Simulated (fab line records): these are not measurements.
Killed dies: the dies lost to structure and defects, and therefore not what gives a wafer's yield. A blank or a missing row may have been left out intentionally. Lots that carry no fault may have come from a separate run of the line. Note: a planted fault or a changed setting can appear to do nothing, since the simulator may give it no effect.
fab line records	flow n5_finfet
record lots=24	wafers=72	last_day=18
route steps=1938 shown BEOL_M11@1538
lots that met no fault: taken from a fault-free run of the same line
start_h: hours from the record's opening day to when the first of the lot's shown wafers began	wait_h: how many hours have passed since the lot's step before this one	" identical to the entry in the row above	L1.1+2: one row covering several wafers at once	- value missing, or start not given	* or withheld: withheld	< > ~ a bound
route shown NAME@n: a module of which the file shows steps, and the number in the route of the first	usual: average and standard deviation across the fault-free wafers	same: alike in all rows	chamber/n: place in a boat	sites: readings site by site	_std_site: how widely they spread, as a standard deviation	_edge_site: the outer-site mean with the inner-site mean subtracted	radius_mm: for every site, how far away it sits from the centre of the wafer	mask NAME#n: copy n	behind: the most recent tool/chamber to have shaped the wafer	hold: why the lot was held/for how many hours/how that ended	device: names the non-switching transistor (n, p or np)	end of line: the tests these same wafers got at the end of their route	a step with no rows: only its recipe	killed: the dies lost at the first sort to structure and to defects; this is not the yield of the wafer	map: the dies of a wafer, with x for killed, . for not killed, _ for no die there
set.NAME: the setting that was run; set.NAME@STEP: the one run at that earlier step	model.NAME: the simulator's own value behind a step, which no gauge read
route steps across a sampled set of lots; one table per step, one row per wafer
services: a tool's chamber out of use, with start hour (start_h, from the record's first day; less than 0 if before it), hours out, and reason
## steps
# step N5_BEOL_M11_THK_MEAS_01
# recipe reads=SiCOH_lowk_of_BEOL_M11_ILD_DEP_00
# usual M11_ILD_THK=267/3.9
lot.wafer	tool	chamber	start_h	wait_h	M11_ILD_THK[nm]
L075.3	film_metro-02	-	200.94	0.3	263
L075.4	"	-	"	"	265
L075.6	"	-	"	"	265
L076.2	film_metro-02	-	203.67	0.4	262
L076.4	"	-	"	"	271
L076.5	"	-	"	"	274
L074.1	film_metro-02	-	206.98	0.4	261
L074.2	"	-	"	"	271
L074.3	"	-	"	"	270
L077.3	film_metro-02	-	218.39	0.3	262
L077.4	"	-	"	"	270
L077.6	"	-	"	"	270
L078.2	film_metro-01	-	225.24	0.4	257
L078.4	"	-	"	"	267
L078.6	"	-	"	"	271
L079.3	film_metro-02	-	233.24	0.3	265
L079.4	"	-	"	"	270
L079.5	"	-	"	"	270
L082.1	film_metro-02	-	302.97	0.4	267
L082.5	"	-	"	"	266
L082.6	"	-	"	"	269
L080.2	film_metro-01	-	306.85	0.4	265
L080.3	"	-	"	"	264
L080.4	"	-	"	"	268
L085.4	film_metro-01	-	307.33	0.2	272
L085.5	"	-	"	"	266
L085.6	"	-	"	"	275
L083.2	film_metro-02	-	307.86	0.4	266
L083.3	"	-	"	"	262
L083.4	"	-	"	"	269
L084.1	film_metro-02	-	313.31	0.4	264
L084.2	"	-	"	"	269
L084.4	"	-	"	"	273
L086.1	film_metro-01	-	313.77	0.4	264
L086.3	"	-	"	"	265
L086.4	"	-	"	"	271
L088.3	film_metro-01	-	317.26	0.3	265
L088.5	"	-	"	"	266
L088.6	"	-	"	"	268
L087.3	film_metro-01	-	321.22	0.3	265
L087.5	"	-	"	"	271
L087.6	"	-	"	"	270
L089.3	film_metro-02	-	323.27	0.3	267
L089.5	"	-	"	"	270
L089.6	"	-	"	"	263
L090.1	film_metro-01	-	323.82	0.4	266
L090.4	"	-	"	"	271
L090.6	"	-	"	"	271
L091.1	film_metro-01	-	329.72	0.4	263
L091.3	"	-	"	"	266
L091.5	"	-	"	"	270
L092.2	film_metro-01	-	331.93	0.4	269
L092.4	"	-	"	"	275
L092.5	"	-	"	"	276
L093.2	film_metro-01	-	341.35	0.4	261
L093.3	"	-	"	"	267
L093.4	"	-	"	"	264
L094.2	film_metro-02	-	350.52	0.4	263
L094.4	"	-	"	"	270
L094.5	"	-	"	"	270
L095.2	film_metro-02	-	352.26	0.4	266
L095.5	"	-	"	"	271
L095.6	"	-	"	"	268
L096.2	film_metro-01	-	365.73	0.4	257
L096.3	"	-	"	"	264
L096.5	"	-	"	"	271
L081.1	film_metro-01	-	378.71	0.4	259
L081.4	"	-	"	"	268
L081.5	"	-	"	"	267
L097.2	film_metro-01	-	382.60	0.4	267
L097.3	"	-	"	"	262
L097.5	"	-	"	"	268
# step N5_BEOL_M11_ETCH_61
# recipe chemistry=CF4	target=SiARC	target_depth_a=390	mask_material=CAR-ArF	time_s=65	ion_energy_ev=80	pressure_mtorr=40	source_w=545	bias_w=36	Ar_flow_sccm=100	cf4_flow_sccm=100	ends=cleared
# usual cf4_flow_sccm=99.98/0.28	drypump_motor_current_A=5.7/0.41	etch_rf_on_time_s=64.0/1.4	oes_product_au=0.69/0.073	rf_vpp_V=184.2/1.3	showerhead_plenum_p_Torr=2.14/0.092	throttle_valve_pct=15.65/0.22
lot.wafer	tool	chamber	start_h	wait_h	cf4_flow_sccm	drypump_motor_current_A	etch_rf_on_time_s	oes_product_au	rf_hours_counter_h	rf_vpp_V	showerhead_plenum_p_Torr	throttle_valve_pct
L075.3	rie_diel-01	0	201.66	0.0	100.03	5.9	65.4	0.59	246	184.6	2.10	15.98
L075.4	"	3	"	"	99.82	6.4	65.9	0.78	8	185.0	2.18	15.10
L075.6	"	2	"	"	100.39	5.5	63.4	0.62	-	185.4	2.21	15.85
L076.2	rie_diel-06	1	204.56	0.0	100.07	5.3	63.4	0.69	75	185.0	2.25	15.81
L076.4	"	2	"	"	100.02	6.2	61.9	0.60	220	184.9	2.20	15.49
L076.5	"	1	"	"	100.46	5.2	63.6	0.70	-	183.9	2.25	15.81
L074.1	rie_diel-02	0	208.01	0.0	100.54	5.7	64.7	0.62	189	184.5	2.21	15.94
L074.2	"	2	"	"	100.07	5.7	64.7	0.77	44	185.1	2.26	15.53
L074.3	"	3	"	"	100.09	6.3	65.7	0.64	140	181.4	1.96	15.64
L077.3	rie_diel-02	3	220.16	0.0	99.71	6.3	65.5	0.63	146	182.4	1.96	15.64
L077.4	"	2	"	"	99.97	5.8	64.2	0.75	-	186.3	2.26	15.54
L077.6	"	3	"	"	99.70	6.3	65.4	0.63	-	182.9	1.96	15.64
L078.2	rie_diel-06	1	226.50	0.0	100.21	5.2	63.9	0.69	84	185.1	2.25	15.85
L078.4	"	1	"	"	100.25	5.2	64.2	0.69	-	185.2	2.25	15.83
L078.6	"	3	"	"	99.77	5.1	61.9	0.81	-	184.2	2.11	15.53
L079.3	rie_diel-01	1	235.82	0.0	99.90	5.2	65.4	0.59	233	185.1	2.22	15.96
L079.4	"	2	"	"	99.79	5.5	63.6	0.61	230	184.1	2.20	15.88
L079.5	"	2	"	"	99.97	5.5	63.6	0.62	-	184.2	2.20	15.88
L082.1	rie_diel-06	1	303.59	0.0	100.15	5.2	63.9	0.67	108	187.1	2.24	15.89
L082.5	"	0	"	"	99.56	5.5	63.3	0.74	-	183.9	2.10	15.51
L082.6	"	3	"	"	99.85	5.1	62.5	0.76	-	184.0	2.10	15.58
L080.2	rie_diel-06	3	310.91	0.0	100.60	5.1	61.7	0.77	48	183.2	2.10	15.58
L080.3	"	1	"	"	100.11	5.2	63.8	0.66	110	186.1	2.24	15.88
L080.4	"	1	"	"	100.27	5.2	62.8	0.67	-	186.1	2.24	15.90
L085.4	rie_diel-06	1	311.19	0.0	100.19	5.2	64.3	0.67	-	185.7	2.24	15.90
L085.5	"	3	"	"	99.61	5.1	62.5	0.76	-	183.7	2.10	15.58
L085.6	"	0	"	"	100.00	5.5	63.6	0.74	-	183.9	2.10	15.51
L083.2	rie_diel-06	3	311.93	0.0	99.87	5.1	61.3	0.76	49	183.5	2.10	15.58
L083.3	"	0	"	"	99.65	5.5	62.0	0.74	48	183.1	2.10	15.52
L083.4	"	3	"	"	99.88	5.1	61.7	0.77	-	184.4	2.10	15.59
L084.1	rie_diel-02	3	314.68	0.0	99.59	6.3	65.7	0.63	153	180.2	1.96	15.66
L084.2	"	0	"	"	99.44	5.7	66.3	0.60	202	185.5	2.20	15.96
L084.4	"	2	"	"	99.91	5.7	64.7	0.75	56	184.4	2.26	15.56
L086.1	rie_diel-06	3	314.71	0.0	100.33	5.1	62.2	0.75	50	184.1	2.10	15.57
L086.3	"	1	"	"	100.30	5.2	63.5	0.67	112	185.5	2.24	15.89
L086.4	"	3	"	"	100.31	5.1	62.0	0.76	-	185.9	2.10	15.57
L088.3	rie_diel-02	3	318.77	0.0	99.51	6.3	64.7	0.63	154	182.4	1.96	15.67
L088.5	"	1	"	"	99.67	5.8	63.7	0.61	-	184.3	2.13	15.64
L088.6	"	3	"	"	99.89	6.3	64.6	0.63	-	183.0	1.96	15.66
L087.3	rie_diel-02	0	322.74	0.0	100.13	5.7	64.9	0.61	204	184.9	2.20	15.95
L087.5	"	0	"	"	99.77	5.7	64.6	0.62	-	184.4	2.20	15.94
L087.6	"	3	"	"	100.24	6.3	65.5	0.64	-	182.6	1.96	15.65
L089.3	rie_diel-02	0	325.38	0.0	100.12	5.7	64.5	0.61	206	185.0	2.20	15.95
L089.5	"	3	"	"	99.65	6.3	64.7	0.63	-	181.4	1.96	15.65
L089.6	"	1	"	"	99.70	5.8	63.6	0.61	-	184.2	2.13	15.63
L090.1	rie_diel-01	3	325.54	0.0	99.88	6.3	65.1	0.70	53	184.0	2.17	15.18
L090.4	"	0	"	"	100.07	5.9	64.5	0.74	-	181.4	2.09	15.55
L090.6	"	1	"	"	99.77	5.2	67.1	0.83	-	185.1	2.21	15.50
L091.1	rie_diel-02	1	330.88	0.0	99.64	5.8	63.4	0.61	192	184.5	2.13	15.65
L091.3	"	2	"	"	99.67	5.8	64.1	0.75	58	186.2	2.26	15.58
L091.5	"	1	"	"	99.72	5.8	63.1	0.62	-	185.7	2.13	15.65
L092.2	rie_diel-01	1	334.46	0.0	100.02	5.2	68.2	0.81	9	184.4	2.21	15.49
L092.4	"	3	"	"	100.31	6.4	64.9	0.70	55	184.5	2.17	15.19
L092.5	"	1	"	"	100.17	5.2	67.6	0.81	-	184.4	2.21	15.49
L093.2	rie_diel-06	0	343.77	0.0	99.77	5.5	63.2	0.72	61	183.6	2.09	15.53
L093.3	"	1	"	"	99.43	5.2	64.7	0.65	123	185.1	2.24	15.92
L093.4	"	3	"	"	100.00	5.1	62.2	0.74	62	183.3	2.10	15.61
L094.2	rie_diel-02	0	355.26	0.0	100.01	5.7	64.4	0.60	215	184.5	2.20	15.97
L094.4	"	1	"	"	99.95	5.8	63.3	0.61	199	183.6	2.12	15.64
L094.5	"	3	"	"	100.68	6.3	64.7	0.63	-	182.6	1.95	15.69
L095.2	rie_diel-02	3	355.82	0.0	99.83	6.3	65.4	0.62	166	182.7	1.95	15.69
L095.5	"	0	"	"	100.56	5.7	64.7	0.60	-	185.9	2.20	15.98
L095.6	"	3	"	"	99.83	6.3	65.6	0.62	-	183.2	1.95	15.67
L096.2	rie_diel-02	3	370.70	0.0	100.32	6.3	64.8	0.62	170	181.5	1.95	15.68
L096.3	"	0	"	"	99.85	5.7	64.7	0.60	220	185.3	2.20	16.00
L096.5	"	3	"	"	100.20	6.3	65.3	0.62	-	182.1	1.95	15.68
L081.1	rie_diel-06	1	379.82	0.0	100.40	5.2	63.2	0.65	134	185.4	2.23	15.92
L081.4	"	0	"	"	99.57	5.5	62.1	0.72	71	182.8	2.09	15.55
L081.5	"	1	"	"	100.46	5.2	63.5	0.66	-	183.8	2.23	15.92
L097.2	rie_diel-06	1	385.47	0.0	100.12	5.2	65.0	0.65	136	186.3	2.23	15.96
L097.3	"	2	"	"	100.42	6.2	62.5	0.80	17	183.9	2.18	15.08
L097.5	"	0	"	"	100.41	5.5	63.8	0.71	-	183.4	2.09	15.58
# step N5_BEOL_M11_STRIP_19
# recipe chemistry=O2	power_w=400	temp_c=40	pressure_mtorr=30	rf_frequency_hz=6e+07	bias_power_w=0	overash_fraction=0.2	o2_flow_sccm=225
# usual drypump_motor_current_A=5.7/0.45	oes_product_au=0.83/0.086	rf_vpp_V=3.6/0.59	showerhead_plenum_p_Torr=2.10/0.074	temp_c=40.02/0.11	throttle_valve_pct=16.58/0.27
lot.wafer	tool	chamber	start_h	wait_h	drypump_motor_current_A	oes_product_au	rf_hours_counter_h	rf_vpp_V	showerhead_plenum_p_Torr	temp_c	throttle_valve_pct
L075.3	rie_diel-02	3	202.17	0.1	6.3	0.75	137	2.5	1.93	39.99	16.79
L075.4	"	0	"	"	5.7	0.73	-	3.8	2.17	40.04	16.97
L075.6	"	2	"	"	5.7	0.89	-	3.6	2.23	39.96	16.65
L076.2	rie_diel-06	0	205.04	0.2	5.5	0.90	21	4.0	2.04	40.39	16.45
L076.4	"	1	"	"	5.2	0.81	75	4.0	2.20	40.16	16.81
L076.5	"	2	"	"	6.2	0.68	-	3.1	2.18	39.92	16.64
L074.1	rie_diel-06	2	208.41	0.1	6.2	0.69	222	3.8	2.18	40.20	16.66
L074.2	"	0	"	"	5.5	0.90	22	4.3	2.04	40.02	16.46
L074.3	"	1	"	"	5.2	0.81	76	2.7	2.20	39.93	16.80
L077.3	rie_diel-02	0	220.53	0.1	5.7	0.73	195	3.9	2.16	39.94	16.95
L077.4	"	3	"	"	6.3	0.76	-	4.3	1.93	40.04	16.79
L077.6	"	0	"	"	5.7	0.73	-	4.4	2.16	39.90	16.97
L078.2	rie_diel-01	1	227.04	0.2	5.2	0.66	228	3.3	2.14	39.85	16.81
L078.4	"	3	"	"	6.3	0.87	-	3.5	2.11	40.08	16.03
L078.6	"	2	"	"	5.5	0.70	-	2.6	2.16	40.02	16.92
L079.3	rie_diel-01	1	236.22	0.1	5.2	0.66	233	3.8	2.13	40.04	16.82
L079.4	"	0	"	"	5.9	0.96	3	4.4	2.05	40.24	16.55
L079.5	"	0	"	"	5.9	0.95	-	4.2	2.05	40.27	16.55
L082.1	rie_diel-06	3	303.94	0.1	5.1	0.90	46	3.6	2.03	39.94	16.50
L082.5	"	1	"	"	5.2	0.77	-	3.6	2.19	40.05	16.89
L082.6	"	0	"	"	5.5	0.87	-	3.3	2.04	39.95	16.48
L080.2	rie_diel-02	1	311.31	0.1	5.8	0.72	185	3.3	2.08	40.25	16.68
L080.3	"	0	"	"	5.7	0.72	200	3.5	2.16	39.94	16.99
L080.4	"	2	"	"	5.7	0.88	54	4.0	2.23	40.09	16.68
L085.4	rie_diel-01	2	311.65	0.2	5.5	0.69	-	3.8	2.15	40.01	16.99
L085.5	"	0	"	"	5.9	0.89	-	3.4	2.04	40.01	16.59
L085.6	"	3	"	"	6.4	0.84	-	4.0	2.10	40.17	16.09
L083.2	rie_diel-01	0	312.38	0.2	5.9	0.88	29	4.4	2.04	40.09	16.62
L083.3	"	2	"	"	5.4	0.68	256	3.0	2.15	39.94	17.00
L083.4	"	0	"	"	5.9	0.88	-	3.8	2.04	39.98	16.60
L084.1	rie_diel-01	0	315.03	0.1	5.9	0.88	30	3.3	2.04	40.09	16.59
L084.2	"	1	"	"	5.2	0.99	1	3.4	2.13	40.02	16.35
L084.4	"	3	"	"	6.4	0.83	-	2.4	2.10	40.00	16.10
L086.1	rie_diel-06	3	315.06	0.1	5.1	0.87	51	4.1	2.03	40.00	16.50
L086.3	"	1	"	"	5.2	0.76	112	3.8	2.19	39.95	16.89
L086.4	"	3	"	"	5.1	0.87	-	3.6	2.03	40.16	16.52
L088.3	rie_diel-06	1	319.12	0.1	5.2	0.77	114	3.0	2.18	40.13	16.88
L088.5	"	0	"	"	5.5	0.85	-	2.9	2.03	40.05	16.52
L088.6	"	3	"	"	5.1	0.88	-	3.1	2.03	40.03	16.50
L087.3	rie_diel-06	1	323.09	0.1	5.2	0.77	115	2.0	2.18	40.08	16.89
L087.5	"	0	"	"	5.5	0.85	-	3.8	2.03	40.05	16.51
L087.6	"	3	"	"	5.1	0.87	-	3.3	2.03	39.81	16.52
L089.3	rie_diel-01	0	325.76	0.1	5.9	0.87	35	3.1	2.04	39.97	16.64
L089.5	"	1	"	"	5.2	0.96	-	3.8	2.13	39.92	16.36
L089.6	"	3	"	"	6.4	0.82	-	2.8	2.10	40.00	16.08
L090.1	rie_diel-06	0	325.89	0.1	5.5	0.85	54	3.7	2.03	40.17	16.50
L090.4	"	0	"	"	5.5	0.85	-	2.8	2.03	40.41	16.52
L090.6	"	3	"	"	5.1	0.88	-	2.5	2.03	40.09	16.55
L091.1	rie_diel-01	0	331.23	0.1	5.9	0.87	37	3.7	2.04	39.98	16.61
L091.3	"	3	"	"	6.4	0.82	55	3.5	2.10	39.87	16.10
L091.5	"	2	"	"	5.5	1.00	-	2.8	2.15	40.08	16.59
L092.2	rie_diel-06	1	334.93	0.2	5.2	0.76	120	3.2	2.18	39.85	16.93
L092.4	"	1	"	"	5.2	0.76	-	3.0	2.18	40.01	16.91
L092.5	"	3	"	"	5.1	0.86	-	2.6	2.02	40.10	16.55
L093.2	rie_diel-01	1	344.15	0.1	5.2	0.94	12	2.8	2.12	40.01	16.37
L093.3	"	0	"	"	5.9	0.85	41	3.1	2.03	39.96	16.62
L093.4	"	3	"	"	6.4	0.82	59	2.7	2.10	39.96	16.12
L094.2	rie_diel-01	3	355.71	0.2	6.4	0.79	63	3.0	2.10	39.91	16.13
L094.4	"	2	"	"	5.5	0.95	10	3.6	2.15	39.86	16.61
L094.5	"	0	"	"	5.9	0.86	-	3.9	2.03	40.09	16.64
L095.2	rie_diel-06	3	356.16	0.1	5.1	0.86	66	4.8	2.02	40.10	16.54
L095.5	"	3	"	"	5.2	0.85	-	4.4	2.02	39.98	16.55
L095.6	"	2	"	"	6.2	0.95	-	3.6	2.17	39.96	16.24
L096.2	rie_diel-01	0	371.06	0.1	5.9	0.85	49	4.5	2.03	40.06	16.63
L096.3	"	1	"	"	5.2	0.91	22	3.0	2.12	40.14	16.39
L096.5	"	3	"	"	6.4	0.81	-	4.7	2.09	40.08	16.10
L081.1	rie_diel-01	1	380.17	0.1	5.2	0.91	24	3.9	2.12	39.93	16.39
L081.4	"	3	"	"	6.4	0.80	69	3.2	2.09	40.07	16.12
L081.5	"	3	"	"	6.4	0.80	-	3.9	2.09	40.28	16.13
L097.2	rie_diel-02	0	385.95	0.1	5.7	0.70	224	4.6	2.15	40.06	17.03
L097.3	"	3	"	"	6.3	0.73	175	3.7	1.92	39.94	16.86
L097.5	"	3	"	"	6.3	0.73	-	4.1	1.92	39.85	16.83
# step N5_BEOL_M11_SURFACE_TREAT_76
# recipe gas=Ar	time_s=*	ion_energy_ev=*	ion_current_ma_cm2=0.5	pressure_mtorr=*	ar_flow_sccm=30
# usual throttle_valve_pct=*
# same time_s=*
lot.wafer	tool	chamber	start_h	wait_h	throttle_valve_pct
L075.3	pvd_sputter-02	-	204.27	0.2	*
L075.4	"	-	"	"	*
L075.6	"	-	"	"	*
L076.2	pvd_sputter-03	-	206.88	0.2	*
L076.4	"	-	"	"	*
L076.5	"	-	"	"	*
L074.1	pvd_sputter-01	-	211.10	0.2	*
L074.2	"	-	"	"	*
L074.3	"	-	"	"	*
L077.3	pvd_sputter-03	-	223.21	0.2	*
L077.4	"	-	"	"	*
L077.6	"	-	"	"	*
L078.2	pvd_sputter-01	-	231.45	0.2	*
L078.4	"	-	"	"	*
L078.6	"	-	"	"	*
L079.3	pvd_sputter-02	-	240.54	0.4	*
L079.4	"	-	"	"	*
L079.5	"	-	"	"	*
L082.1	pvd_sputter-03	-	308.28	1.7	*
L082.5	"	-	"	"	*
L082.6	"	-	"	"	*
L085.4	pvd_sputter-03	-	315.04	0.2	*
L085.5	"	-	"	"	*
L085.6	"	-	"	"	*
L083.2	pvd_sputter-03	-	315.38	0.2	*
L083.3	"	-	"	"	*
L083.4	"	-	"	"	*
L080.2	pvd_sputter-03	-	315.56	0.2	*
L080.3	"	-	"	"	*
L080.4	"	-	"	"	*
L086.1	pvd_sputter-03	-	319.61	0.3	*
L086.3	"	-	"	"	*
L086.4	"	-	"	"	*
L084.1	pvd_sputter-02	-	320.02	0.4	*
L084.2	"	-	"	"	*
L084.4	"	-	"	"	*
L088.3	pvd_sputter-02	-	321.50	0.2	*
L088.5	"	-	"	"	*
L088.6	"	-	"	"	*
L087.3	pvd_sputter-02	-	326.02	0.2	*
L087.5	"	-	"	"	*
L087.6	"	-	"	"	*
L089.3	pvd_sputter-01	-	329.69	0.2	*
L089.5	"	-	"	"	*
L089.6	"	-	"	"	*
L090.1	pvd_sputter-01	-	330.25	0.4	*
L090.4	"	-	"	"	*
L090.6	"	-	"	"	*
L091.1	pvd_sputter-02	-	334.84	0.2	*
L091.3	"	-	"	"	*
L091.5	"	-	"	"	*
L092.2	pvd_sputter-01	-	339.22	0.3	*
L092.4	"	-	"	"	*
L092.5	"	-	"	"	*
L093.2	pvd_sputter-01	-	347.82	0.3	*
L093.3	"	-	"	"	*
L093.4	"	-	"	"	*
L095.2	pvd_sputter-03	-	360.76	0.3	*
L095.5	"	-	"	"	*
L095.6	"	-	"	"	*
L094.2	pvd_sputter-01	-	361.26	0.2	*
L094.4	"	-	"	"	*
L094.5	"	-	"	"	*
L096.2	pvd_sputter-01	-	375.71	0.2	*
L096.3	"	-	"	"	*
L096.5	"	-	"	"	*
L081.1	pvd_sputter-02	-	382.23	0.2	*
L081.4	"	-	"	"	*
L081.5	"	-	"	"	*
L097.2	pvd_sputter-01	-	388.19	0.3	*
L097.3	"	-	"	"	*
L097.5	"	-	"	"	*
# step N5_BEOL_M11_SPUTTER_48
# recipe material=Cu	target_thk_a=120	temp_c=-20	bias_v=60	power_w=26000	chamber_pressure_pa=0.13	time_s=2
# usual throttle_valve_pct=30.1/0.78
# same time_s=2
lot.wafer	tool	chamber	start_h	wait_h	throttle_valve_pct
L075.3	pvd_sputter-02	-	204.44	0.1	29.9
L075.4	"	-	"	"	30.9
L075.6	"	-	"	"	30.1
L076.2	pvd_sputter-02	-	207.05	0.1	30.8
L076.4	"	-	"	"	29.8
L076.5	"	-	"	"	30.0
L074.1	pvd_sputter-03	-	211.28	0.1	29.6
L074.2	"	-	"	"	29.9
L074.3	"	-	"	"	29.5
L077.3	pvd_sputter-02	-	223.39	0.1	30.9
L077.4	"	-	"	"	30.1
L077.6	"	-	"	"	31.1
L078.2	pvd_sputter-01	-	231.69	0.1	30.3
L078.4	"	-	"	"	31.8
L078.6	"	-	"	"	30.4
L079.3	pvd_sputter-03	-	241.07	0.2	29.3
L079.4	"	-	"	"	29.7
L079.5	"	-	"	"	29.4
L082.1	pvd_sputter-03	-	310.24	1.6	29.4
L082.5	"	-	"	"	30.1
L082.6	"	-	"	"	29.7
L085.4	pvd_sputter-02	-	315.24	0.0	29.7
L085.5	"	-	"	"	29.7
L085.6	"	-	"	"	29.8
L083.2	pvd_sputter-01	-	315.59	0.1	30.2
L083.3	"	-	"	"	28.7
L083.4	"	-	"	"	31.9
L080.2	pvd_sputter-01	-	315.84	0.1	28.8
L080.3	"	-	"	"	31.7
L080.4	"	-	"	"	30.3
L086.1	pvd_sputter-02	-	320.06	0.3	30.9
L086.3	"	-	"	"	29.8
L086.4	"	-	"	"	29.9
L084.1	pvd_sputter-02	-	320.30	0.1	30.0
L084.2	"	-	"	"	30.9
L084.4	"	-	"	"	29.7
L088.3	pvd_sputter-01	-	321.79	0.1	30.3
L088.5	"	-	"	"	29.1
L088.6	"	-	"	"	30.4
L087.3	pvd_sputter-02	-	327.98	1.6	29.7
L087.5	"	-	"	"	30.2
L087.6	"	-	"	"	31.0
L089.3	pvd_sputter-01	-	330.01	0.2	30.3
L089.5	"	-	"	"	30.1
L089.6	"	-	"	"	28.9
L090.1	pvd_sputter-03	-	330.70	0.1	30.0
L090.4	"	-	"	"	29.7
L090.6	"	-	"	"	29.9
L091.1	pvd_sputter-02	-	335.12	0.2	29.5
L091.3	"	-	"	"	29.8
L091.5	"	-	"	"	30.1
L092.2	pvd_sputter-01	-	339.40	0.1	30.3
L092.4	"	-	"	"	32.0
L092.5	"	-	"	"	30.3
L093.2	pvd_sputter-03	-	348.30	0.1	29.9
L093.3	"	-	"	"	30.1
L093.4	"	-	"	"	29.4
L095.2	pvd_sputter-01	-	361.08	0.2	30.4
L095.5	"	-	"	"	28.8
L095.6	"	-	"	"	30.0
L094.2	pvd_sputter-01	-	361.45	0.1	29.0
L094.4	"	-	"	"	30.2
L094.5	"	-	"	"	30.1
L096.2	pvd_sputter-01	-	375.98	0.2	30.2
L096.3	"	-	"	"	32.1
L096.5	"	-	"	"	29.1
L081.1	pvd_sputter-01	-	384.49	1.9	30.5
L081.4	"	-	"	"	28.8
L081.5	"	-	"	"	29.0
L097.2	pvd_sputter-01	-	388.45	0.2	30.2
L097.3	"	-	"	"	30.4
L097.5	"	-	"	"	28.8
# step N5_BEOL_M11_DEP_56
# recipe material=SiCN	target_thk_a=300	temp_c=withheld	precursor=3MS/NH3	pressure_torr=3	rf_w=675	time_s=10.5
# usual showerhead_plenum_p_Torr=4.158/0.026	showerhead_vpp_V=1601/78	throttle_valve_pct=17.9/0.93
# same time_s=10.5
lot.wafer	tool	chamber	start_h	wait_h	showerhead_plenum_p_Torr	showerhead_vpp_V	throttle_valve_pct
L075.3	pecvd-03	0	205.35	0.0	4.119	1675	18.0
L075.4	"	2	"	"	4.177	1548	16.4
L075.6	"	0	"	"	4.104	1686	18.1
L076.2	pecvd-03	0	208.04	0.0	4.109	1665	18.1
L076.4	"	1	"	"	4.119	1595	18.0
L076.5	"	0	"	"	4.115	1628	18.0
L074.1	pecvd-03	0	212.27	0.0	4.120	1656	17.9
L074.2	"	2	"	"	4.180	1546	16.7
L074.3	"	1	"	"	4.120	1575	17.8
L077.3	pecvd-03	1	224.28	0.0	4.129	1595	17.8
L077.4	"	0	"	"	4.111	1691	18.2
L077.6	"	2	"	"	4.173	1566	16.4
L078.2	pecvd-04	1	232.59	0.0	4.194	1759	19.7
L078.4	"	2	"	"	4.184	1571	18.0
L078.6	"	1	"	"	4.185	1773	20.0
L079.3	pecvd-04	1	242.05	0.0	4.193	1758	19.7
L079.4	"	0	"	"	4.173	1567	16.9
L079.5	"	2	"	"	4.172	1576	17.7
L082.1	pecvd-04	1	311.38	0.0	4.178	1761	19.8
L082.5	"	1	"	"	4.186	1742	19.8
L082.6	"	0	"	"	4.165	1561	16.7
L085.4	pecvd-04	1	316.44	0.0	4.179	1778	19.8
L085.5	"	0	"	"	4.161	1554	17.0
L085.6	"	2	"	"	4.164	1597	17.8
L083.2	pecvd-03	1	317.26	0.0	4.120	1587	18.1
L083.3	"	2	"	"	4.188	1555	16.5
L083.4	"	0	"	"	4.115	1673	18.2
L080.2	pecvd-04	0	317.54	0.0	4.158	1591	17.1
L080.3	"	1	"	"	4.177	1781	19.9
L080.4	"	1	"	"	4.185	1774	20.0
L086.1	pecvd-02	0	321.16	0.0	4.156	1554	18.3
L086.3	"	2	"	"	4.174	1650	16.9
L086.4	"	2	"	"	4.183	1648	17.0
L084.1	pecvd-03	1	321.44	0.0	4.124	1583	17.7
L084.2	"	0	"	"	4.110	1663	18.2
L084.4	"	0	"	"	4.112	1644	18.1
L088.3	pecvd-03	1	322.76	0.0	4.115	1605	17.7
L088.5	"	0	"	"	4.120	1690	18.1
L088.6	"	1	"	"	4.123	1594	18.1
L087.3	pecvd-04	1	329.12	0.0	4.191	1747	19.9
L087.5	"	0	"	"	4.160	1549	16.8
L087.6	"	2	"	"	4.169	1576	17.8
L089.3	pecvd-03	0	330.93	0.0	4.125	1661	18.0
L089.5	"	0	"	"	4.121	1669	18.3
L089.6	"	2	"	"	4.183	1520	16.6
L090.1	pecvd-04	0	332.25	0.0	4.166	1609	17.0
L090.4	"	2	"	"	4.157	1603	17.8
L090.6	"	1	"	"	4.187	1770	19.9
L091.1	pecvd-04	1	336.00	0.0	4.173	1762	19.9
L091.3	"	2	"	"	4.166	1593	17.9
L091.5	"	2	"	"	4.174	1593	18.0
L092.2	pecvd-02	1	340.43	0.0	4.177	1467	18.2
L092.4	"	1	"	"	4.172	1476	18.3
L092.5	"	2	"	"	4.171	1635	17.2
L093.2	pecvd-04	2	349.46	0.0	4.185	1567	17.7
L093.3	"	0	"	"	4.164	1583	17.1
L093.4	"	2	"	"	4.181	1553	17.9
L095.2	pecvd-02	0	361.98	0.0	4.145	1536	18.3
L095.5	"	2	"	"	4.182	1627	17.3
L095.6	"	1	"	"	4.173	1487	18.3
L094.2	pecvd-02	1	362.35	0.0	4.177	1460	18.2
L094.4	"	0	"	"	4.158	1534	18.5
L094.5	"	1	"	"	4.175	1495	18.4
L096.2	pecvd-02	2	376.89	0.0	4.169	1643	16.8
L096.3	"	1	"	"	4.166	1480	18.2
L096.5	"	1	"	"	4.184	1483	18.1
L081.1	pecvd-02	1	385.57	0.0	4.172	1461	18.1
L081.4	"	2	"	"	4.170	1631	17.0
L081.5	"	0	"	"	4.158	1535	18.2
L097.2	pecvd-03	0	389.34	0.0	4.125	1643	18.3
L097.3	"	1	"	"	4.126	1578	16.6
L097.5	"	1	"	"	4.121	1595	16.5
## services
tool	chamber	start_h	hours	kind
pecvd-02	2	196.13	23.6	repair
rie_diel-02	1	196.13	24.9	repair
pvd_sputter-01	-	200.17	1.1	repair
rie_diel-01	0	211.47	-	clean
rie_diel-01	0	211.47	-	consumable_replace:focus_ring
rie_diel-01	0	211.47	18.4	scheduled_down
rie_diel-01	2	218.89	6.3	repair
rie_diel-06	2	227.39	4.3	repair
rie_diel-06	1	244.69	4.1	repair
pecvd-02	2	250.05	17.9	repair
pecvd-03	-	258.91	2.8	pm
rie_diel-01	3	282.73	4.1	repair
pecvd-03	-	284.92	28.1	pm
rie_diel-06	2	299.52	-	clean
rie_diel-06	2	299.52	-	consumable_replace:focus_ring
rie_diel-06	2	299.52	35.5	scheduled_down
rie_diel-06	2	299.52	35.5	vent_cycle
rie_diel-01	0	304.06	1.6	repair
rie_diel-06	-	331.06	0.5	repair
pecvd-04	-	346.76	2.3	repair
pvd_sputter-02	-	356.72	4.6	repair
rie_diel-06	1	357.97	1.8	repair
pecvd-02	-	368.78	2.8	pm
rie_diel-06	3	387.86	1.3	repair
## key
fault none
